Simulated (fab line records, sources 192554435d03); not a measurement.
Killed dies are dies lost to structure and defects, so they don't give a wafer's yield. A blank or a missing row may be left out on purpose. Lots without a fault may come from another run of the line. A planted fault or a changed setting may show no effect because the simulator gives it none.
Split-lot experiment | flow n5_finfet | 7 lots, 39 wafers read, on a route of 1938 steps

THE SPLIT
At N5_BEOL_M10_ETCH_62 (etches SOC in N2/H2, target depth 110 nm, overetch 22 nm, time 165 s), the setting time_s was moved away from the recipe's 165 s on 15 of the 39 wafers read, by -58.3% to +44.2%. The other wafers ran this setting at the recipe's value.

FROM THE SPLIT TO THE READING: what the file shows between them, 2 steps
- N5_BEOL_M10_STRIP_68: strips in N2/H2
- N5_BEOL_M10_STRIP_67: strips in CF4

THE READING
BEOL_M10.cd_offset_nm (the simulator's own value, which no gauge read), in nm, at N5_BEOL_M10_HM_OPEN_17 (chemistry Cl2/BCl3, target TiN, target depth 20 nm, overetch 6 nm). The file gives no usual value for it. The 24 wafers here that ran the recipe average 0.1 nm, standard deviation 0.41 nm.

wafer  | tool, chamber at the split | time_s as run, s | against the recipe | BEOL_M10.cd_offset_nm, nm | against lot-mates on the recipe
L083.1 | rie_diel-01, 0             | 193.6            | +17.3%             | 0.6                       | +0.4
L083.2 | rie_diel-01, 1             | 165              | recipe             | 0.4                       | -
L083.3 | rie_diel-01, 3,0           | 193.6            | +17.3%             | 0.8                       | +0.6
L083.4 | rie_diel-01, 2             | 165              | recipe             | 0                         | -
L083.5 | rie_diel-01, 3,0           | 193.6            | +17.3%             | 0.8                       | +0.6
L083.6 | rie_diel-01, 1             | 165              | recipe             | 0.2                       | -
L080.1 | rie_diel-06, 3             | 165              | recipe             | -0.2                      | -
L080.2 | rie_diel-06, 2             | 165              | recipe             | 0                         | -
L080.3 | rie_diel-06, 0             | 165              | recipe             | 0.2                       | -
L080.4 | rie_diel-06, 1             | 165              | recipe             | 0.4                       | -
L080.5 | rie_diel-06, 2             | 165              | recipe             | -0.2                      | -
L080.6 | rie_diel-06, 3             | 165              | recipe             | 0.2                       | -
L082.1 | rie_diel-01, 1,3           | 68.78            | -58.3%             | -1.2                      | -1.7
L082.2 | rie_diel-01, 0             | 165              | recipe             | 0.4                       | -
L082.3 | rie_diel-01, 3             | 165              | recipe             | 0.8                       | -
L082.4 | rie_diel-01, 2             | 165              | recipe             | 0.2                       | -
L082.5 | rie_diel-01, 1,3           | 68.78            | -58.3%             | -1.4                      | -1.9
L082.6 | rie_diel-01, 0             | 68.78            | -58.3%             | -1.8                      | -2.3
L086.2 | rie_diel-06, 2             | 165              | recipe             | 0.4                       | -
L086.5 | rie_diel-06, 1             | 165              | recipe             | 0.2                       | -
L086.6 | rie_diel-06, 2             | 165              | recipe             | 0.8                       | -
L091.1 | rie_diel-01, 0             | 201.1            | +21.9%             | 0                         | -0.2
L091.2 | rie_diel-01, 3             | 201.1            | +21.9%             | 1                         | +0.8
L091.3 | rie_diel-01, 1             | 165              | recipe             | 0.4                       | -
L091.4 | rie_diel-01, 2             | 165              | recipe             | -0.2                      | -
L091.5 | rie_diel-01, 1             | 165              | recipe             | 0.4                       | -
L091.6 | rie_diel-01, 0             | 201.1            | +21.9%             | 0.4                       | +0.2
L092.1 | rie_diel-06, 0,2           | 237.9            | +44.2%             | 1                         | +1.1
L092.2 | rie_diel-06, 3             | 165              | recipe             | -0.2                      | -
L092.3 | rie_diel-06, 1             | 165              | recipe             | 0                         | -
L092.4 | rie_diel-06, 0,2           | 237.9            | +44.2%             | 1                         | +1.1
L092.5 | rie_diel-06, 3             | 165              | recipe             | -0.2                      | -
L092.6 | rie_diel-06, 2             | 237.9            | +44.2%             | 1.4                       | +1.5
L095.1 | rie_diel-06, 3             | 133.9            | -18.8%             | -1.4                      | -0.7
L095.2 | rie_diel-06, 1,2           | 133.9            | -18.8%             | -1.8                      | -1.1
L095.3 | rie_diel-06, 1,2           | 133.9            | -18.8%             | -1.8                      | -1.1
L095.4 | rie_diel-06, 0             | 165              | recipe             | -0.6                      | -
L095.5 | rie_diel-06, 1             | 165              | recipe             | -0.4                      | -
L095.6 | rie_diel-06, 0             | 165              | recipe             | -1                        | -
Where a row lists several chambers, the file gives one row for several wafers and doesn't say which wafer went through which chamber.

THE FIT
A straight line over all 39 wafers: BEOL_M10.cd_offset_nm changes by +0.0293 nm for each +1% of time_s; r = +0.80; the points scatter about the line by 0.5 nm.
The same after taking each lot's own level away (the mean of its wafers on the recipe; 39 wafers): +0.0313 nm for each +1%; r = +0.93; scatter 0.28 nm.
On that fit, the largest move of time_s shifts the reading by 1.8 nm.
The lots' own levels span -0.67 to 0.47 nm, that is 2.8 times the standard deviation above.
So the lot-to-lot level changes the slope little: the two slopes agree.
Check: with one of the wafers moved furthest among these (-58.3%) left out of the fit, the line predicts -1.97 nm for it against its lot-mates. It came out at -1.67 nm against them.

OTHER SPLITS ON THESE WAFERS
These wafers also went through other splits before the reading. Each is held against what the fit with the lots' levels taken away leaves over:
other split on the same wafers    | wafers away from the commonest value | r with BEOL_M10.cd_offset_nm (lot level and that fit taken away)
N5_BEOL_M3_TRENCH_ETCH_37 time_s  | 15                                   | -0.14
N5_BEOL_M8_HM_DEP_02 target_thk_a | 15                                   | +0.00

THE WHOLE CHAIN: every reading that the file lists as answering this split, in the file's order
step                   | what it does                                                         | reading                                                                           | change (the file's fit)                                                              | r (the file's)
N5_BEOL_M10_ETCH_62    | etches SOC in N2/H2, target depth 110 nm, overetch 22 nm, time 165 s | SiARC_of_BEOL_M10_COAT_60.thk_nm (the simulator's own value, which no gauge read) | -0.0626 nm for each +1% of the setting                                               | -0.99
N5_BEOL_M10_ETCH_62    | etches SOC in N2/H2, target depth 110 nm, overetch 22 nm, time 165 s | BEOL_M10.cd_offset_nm (the simulator's own value, which no gauge read)            | +0.0318 nm for each +1% of the setting                                               | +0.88
N5_BEOL_M10_HM_OPEN_17 | chemistry Cl2/BCl3, target TiN, target depth 20 nm, overetch 6 nm    | etch.depth_nm (the simulator's own value, which no gauge read)                    | not straight: 19.99 at the lowest setting, 20.01 at the recipe, 12.77 at the highest | not given
N5_BEOL_M10_HM_OPEN_17 | chemistry Cl2/BCl3, target TiN, target depth 20 nm, overetch 6 nm    | BEOL_M10.cd_offset_nm (the simulator's own value, which no gauge read)            | +0.0312 nm for each +1% of the setting                                               | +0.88

THE FILE'S OWN FIT
BEOL_M10.cd_offset_nm changes by +0.0312 nm for each +1% of time_s, r = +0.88.
